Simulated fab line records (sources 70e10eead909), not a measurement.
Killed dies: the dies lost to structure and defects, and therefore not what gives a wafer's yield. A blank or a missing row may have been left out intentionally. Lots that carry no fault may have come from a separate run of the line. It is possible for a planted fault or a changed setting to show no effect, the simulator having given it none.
A sampling plan put to the test ; flow nand harc ; one fab line, 25 faults that these records tell of, each judged on the records of the lots that it struck; 1 more is left out, because the records don't allow judging it
Plan = the line's own looks (route steps where a gauge or an inspection reads the wafer without altering it). Where struck wafers have a number at a look and the file lists that look's usual mean and standard deviation on fault-free wafers, the look can be judged. Caught: a look later than the fault's first step finds the struck wafers' mean 4 or more of those standard deviations (sigma) from the usual mean. On the tool: the test repeated on the tool's own readings taken at the fault's steps. Caught also covers a different recipe on the struck wafers, or a record left blank for those wafers only.

== THE FAULTS, as the simulator had put them in ==
1. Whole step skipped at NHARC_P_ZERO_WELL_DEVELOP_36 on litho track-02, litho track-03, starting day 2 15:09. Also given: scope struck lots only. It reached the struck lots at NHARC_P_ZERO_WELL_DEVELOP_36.
2. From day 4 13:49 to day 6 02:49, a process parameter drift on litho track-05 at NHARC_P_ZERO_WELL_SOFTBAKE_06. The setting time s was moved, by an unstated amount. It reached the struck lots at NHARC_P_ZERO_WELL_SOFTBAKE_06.
3. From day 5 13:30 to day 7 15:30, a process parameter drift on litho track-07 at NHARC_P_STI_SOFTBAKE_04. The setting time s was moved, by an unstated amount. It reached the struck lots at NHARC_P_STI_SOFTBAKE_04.
4. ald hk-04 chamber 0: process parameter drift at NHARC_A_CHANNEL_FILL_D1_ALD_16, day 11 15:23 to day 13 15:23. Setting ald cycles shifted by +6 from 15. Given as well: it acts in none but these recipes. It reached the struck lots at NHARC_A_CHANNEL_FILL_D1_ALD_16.
5. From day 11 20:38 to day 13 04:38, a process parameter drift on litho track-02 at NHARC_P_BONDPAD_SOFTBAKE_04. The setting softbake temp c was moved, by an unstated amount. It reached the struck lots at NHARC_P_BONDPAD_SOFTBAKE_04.
6. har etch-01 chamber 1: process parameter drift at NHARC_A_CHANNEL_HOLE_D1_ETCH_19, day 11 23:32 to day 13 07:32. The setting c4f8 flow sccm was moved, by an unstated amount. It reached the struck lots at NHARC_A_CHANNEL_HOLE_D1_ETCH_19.
7. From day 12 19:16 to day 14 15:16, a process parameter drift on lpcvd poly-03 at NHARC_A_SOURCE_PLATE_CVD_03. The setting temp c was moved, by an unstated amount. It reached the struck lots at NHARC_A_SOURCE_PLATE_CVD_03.
8. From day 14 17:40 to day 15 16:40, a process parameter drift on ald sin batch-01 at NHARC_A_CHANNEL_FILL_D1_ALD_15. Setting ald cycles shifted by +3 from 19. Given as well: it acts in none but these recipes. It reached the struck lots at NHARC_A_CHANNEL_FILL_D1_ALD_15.
9. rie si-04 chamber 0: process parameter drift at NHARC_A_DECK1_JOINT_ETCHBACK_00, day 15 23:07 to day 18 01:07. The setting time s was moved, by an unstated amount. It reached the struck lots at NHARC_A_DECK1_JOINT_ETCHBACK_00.
10. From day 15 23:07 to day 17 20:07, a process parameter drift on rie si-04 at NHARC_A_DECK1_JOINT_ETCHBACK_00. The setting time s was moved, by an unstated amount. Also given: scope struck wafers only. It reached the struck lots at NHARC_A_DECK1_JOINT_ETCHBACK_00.
11. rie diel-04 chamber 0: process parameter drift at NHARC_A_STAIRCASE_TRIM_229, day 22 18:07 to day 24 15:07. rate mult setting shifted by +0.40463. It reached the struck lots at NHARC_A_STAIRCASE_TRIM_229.
12. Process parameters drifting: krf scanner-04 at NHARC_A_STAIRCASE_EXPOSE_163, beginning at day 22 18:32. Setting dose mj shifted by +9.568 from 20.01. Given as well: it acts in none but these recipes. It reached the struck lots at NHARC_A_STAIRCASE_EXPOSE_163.
13. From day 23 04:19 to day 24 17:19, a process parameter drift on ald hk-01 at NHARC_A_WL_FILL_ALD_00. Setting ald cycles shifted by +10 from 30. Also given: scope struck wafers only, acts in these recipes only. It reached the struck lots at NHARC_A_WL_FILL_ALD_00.
14. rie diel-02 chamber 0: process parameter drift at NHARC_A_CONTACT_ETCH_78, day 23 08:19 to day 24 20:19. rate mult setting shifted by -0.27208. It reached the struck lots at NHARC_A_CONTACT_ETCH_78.
15. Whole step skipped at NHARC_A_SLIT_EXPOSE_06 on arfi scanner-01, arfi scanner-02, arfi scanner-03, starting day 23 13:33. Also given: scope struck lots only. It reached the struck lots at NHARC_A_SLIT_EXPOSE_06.
16. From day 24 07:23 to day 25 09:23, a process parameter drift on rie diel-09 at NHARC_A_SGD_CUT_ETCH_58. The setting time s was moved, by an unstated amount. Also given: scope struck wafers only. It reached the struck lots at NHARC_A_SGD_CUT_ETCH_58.
17. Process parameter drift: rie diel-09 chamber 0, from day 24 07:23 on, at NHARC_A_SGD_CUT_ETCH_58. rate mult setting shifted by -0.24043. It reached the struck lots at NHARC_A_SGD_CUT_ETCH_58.
18. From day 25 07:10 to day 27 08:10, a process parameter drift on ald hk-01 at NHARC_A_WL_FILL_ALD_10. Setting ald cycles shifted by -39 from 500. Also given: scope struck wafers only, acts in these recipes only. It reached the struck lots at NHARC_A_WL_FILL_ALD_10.
19. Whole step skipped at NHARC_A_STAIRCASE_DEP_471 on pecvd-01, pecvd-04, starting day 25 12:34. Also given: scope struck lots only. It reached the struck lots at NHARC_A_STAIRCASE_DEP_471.
20. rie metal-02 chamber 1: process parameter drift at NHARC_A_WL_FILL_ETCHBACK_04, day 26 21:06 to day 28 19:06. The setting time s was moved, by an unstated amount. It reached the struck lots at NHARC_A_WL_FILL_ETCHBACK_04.
21. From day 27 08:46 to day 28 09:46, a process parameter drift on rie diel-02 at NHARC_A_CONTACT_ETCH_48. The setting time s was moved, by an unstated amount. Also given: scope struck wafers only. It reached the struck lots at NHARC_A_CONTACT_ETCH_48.
22. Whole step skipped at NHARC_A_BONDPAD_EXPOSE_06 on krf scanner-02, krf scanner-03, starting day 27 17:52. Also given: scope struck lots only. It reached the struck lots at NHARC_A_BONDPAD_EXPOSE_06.
23. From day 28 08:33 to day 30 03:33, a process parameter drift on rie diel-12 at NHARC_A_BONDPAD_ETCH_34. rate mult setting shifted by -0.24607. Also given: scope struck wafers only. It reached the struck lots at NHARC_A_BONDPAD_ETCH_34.
24. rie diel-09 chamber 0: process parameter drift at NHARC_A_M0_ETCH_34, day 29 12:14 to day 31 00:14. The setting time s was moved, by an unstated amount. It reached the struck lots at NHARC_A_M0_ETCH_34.
25. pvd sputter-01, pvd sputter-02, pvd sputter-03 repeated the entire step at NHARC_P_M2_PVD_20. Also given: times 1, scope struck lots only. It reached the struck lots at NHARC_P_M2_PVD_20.

== WHAT THE PLAN SAW ==
fault;on the tool itself;first look that catches it;reading, sigma;median hours from its first step to that look;hours from the fault's start to the first struck lot there;judged looks passed uncaught
1;the tool's record is blank for the struck wafers;not the one look that can be judged after it;-;-;-;1
2;heater power total W +13 sigma;not the one look that can be judged after it;-;-;-;1
3;heater power total W +5.1 sigma;not the one look that can be judged after it;-;-;-;1
4;under 2 sigma;not the one look that can be judged after it;-;-;-;1
5;heater power total W +5.5 sigma;not the one look that can be judged after it;-;-;-;1
6;c4f8 flow sccm -99 or beyond sigma;not the one look that can be judged after it;strongest: killed at other at NHARC_END_SORT_01, +2.8;-;-;1
7;tube center temp C -99 or beyond sigma;NHARC_A_SOURCE_PLATE_THK_MEAS_06;thk nm -24;11.2;23;0
8;under 2 sigma;no look after it can be judged;-;-;-;0
9;run length s +11 sigma;no look after it can be judged;-;-;-;0
10;run length s -8.4 sigma;not the one look that can be judged after it;strongest: thk nm at NHARC_A_ONON_D2_THK_MEAS_24, +2.0;-;-;1
11;oes product au +21 sigma;NHARC_END_SORT_01;killed at array +30;195.2;203;0
12;exposure dose mJ cm2 +99 or beyond sigma;no look after it can be judged;-;-;-;0
13;under 2 sigma;no look after it can be judged;-;-;-;0
14;oes product au -12 sigma;NHARC_END_SORT_01;killed at array +30;63.3;83;0
15;no reading that can be judged;no look after it can be judged;-;-;-;0
16;run length s +84 sigma;none of the 2 looks that can be judged after it;strongest: killed open at NHARC_END_SORT_01, +2.5;-;-;2
17;oes product au -9.7 sigma;no look after it can be judged;-;-;-;0
18;under 2 sigma;not the one look that can be judged after it;-;-;-;1
19;the tool's record is blank for the struck wafers;no look after it can be judged;-;-;-;0
20;run length s +14 sigma;no look after it can be judged;-;-;-;0
21;run length s +80 sigma;not the one look that can be judged after it;-;-;-;1
22;no reading that can be judged;no look after it can be judged;-;-;-;0
23;oes product au -13 sigma;not the one look that can be judged after it;-;-;-;1
24;run length s -22 sigma;not the one look that can be judged after it;-;-;-;1
25;under 2 sigma;no look after it can be judged;-;-;-;0
A dash: the fault is not caught, or the number is missing from these records.

Caught at a look: 3 of 25. Caught on the tool: 18 of 25. By one or the other: 18 of 25.
Faults caught by the tool alone: 1, 2, 3, 5, 6, 9, 10, 12, 16, 17, 19, 20, 21, 23, 24.
Caught by neither: faults 4, 8, 13, 15, 18, 22, 25.

== THINNER SAMPLING ==
In the worst case, this is how late the first struck lot would be measured if the look that catches a fault measured only every second or every third lot, by lot number:
fault;struck lots at that look, in order of time;every lot;every second lot;every third lot
7;L505, L506;23 h;41 h;may miss all 2
11;L222, L225;203 h;215 h;may miss all 2
14;L647;83 h;may miss it;may miss it
Hours: fault start to first struck lot measured. Since the struck wafers were tested as one group against 4 sigma, a single lot by itself may lie under the limit. Other struck lots may not be in these records.

== THE LONGEST TIMED WAY FROM STEP TO LOOK ==
Fault 11: median gap of 195.2 hours between NHARC_A_STAIRCASE_TRIM_229 and NHARC_END_SORT_01. No look between them can be judged.
